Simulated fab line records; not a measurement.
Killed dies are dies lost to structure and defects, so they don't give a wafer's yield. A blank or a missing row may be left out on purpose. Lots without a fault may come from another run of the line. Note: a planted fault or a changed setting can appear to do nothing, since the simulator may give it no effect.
Chamber matching ; flow nand-harc ; rie-diel-05 running NHARC_A_CHANNEL_FILL_D2_STRIP_28: 4 sister chambers
The step strips in O2, time 20 s. 16 wafers are shown with their chamber, then 8 later ones without.

EACH WAFER AND ITS CHAMBER
wafer;chamber;showerhead-plenum-p-Torr (Torr);drypump-motor-current-A (A);oes-product-au (a.u.)
L074.3;2;3.49;6.1;0.993
L074.5;3;3.78;6.1;0.994
L074.6;0;3.37;5.6;1.018
L075.1;0;3.37;5.5;1.042
L075.2;1;3.52;6.0;1.003
L075.5;0;3.37;5.6;1.035
L078.2;3;3.78;6.1;1.011
L078.4;0;3.37;5.6;1.025
L078.5;0;3.37;5.6;1.027
L085.1;1;3.52;6.0;0.988
L085.4;2;3.48;6.0;1.031
L085.6;0;3.37;5.6;1.026
L086.1;2;3.48;6.0;1.013
L086.2;1;3.52;6.0;0.983
L086.6;0;3.37;5.5;1.029
L091.1;2;3.48;6.1;1.022

SIGNATURES, as means of the wafers listed above
reading;chamber 0;chamber 1;chamber 2;chamber 3;scatter within a chamber
showerhead-plenum-p-Torr;3.3700;3.5200;3.4825;3.7800;0.0025
drypump-motor-current-A;5.571;6.000;6.050;6.100;0.045
oes-product-au;1.02886;0.99133;1.01475;1.00250;0.0112
Rule: a wafer's distance from a chamber is the root of the sum, over the readings, of the square of ((its reading less the chamber's mean) divided by the reading's scatter). If the next closest chamber is less than 2 further off than the closest, the wafer can't be placed; otherwise it belongs to the closest. The scatter: take each reading less its chamber's mean, square it, sum over the shown wafers, divide by the number of wafers less the number of chambers, and take the root.

WAFERS WITHOUT THEIR CHAMBER
wafer;showerhead-plenum-p-Torr (Torr);drypump-motor-current-A (A);oes-product-au (a.u.)
L091.4;3.78;6.1;1.018
L091.6;3.78;6.1;1.025
L096.1;3.37;5.5;1.028
L096.4;3.51;6.0;0.990
L096.5;3.77;6.1;1.013
L097.2;3.77;6.1;1.016
L097.3;3.51;6.0;0.975
L097.6;3.48;6.0;1.025

THE CHAMBER EACH PASSED THROUGH
wafer;from the rows above;in truth
L091.4;3;3
L091.6;3;3
L096.1;0;0
L096.4;1;1
L096.5;3;3
L097.2;3;3
L097.3;1;1
L097.6;2;2
Correct placement for 8 of the 8. Not placeable from these rows: 0. Placed wrongly: 0.
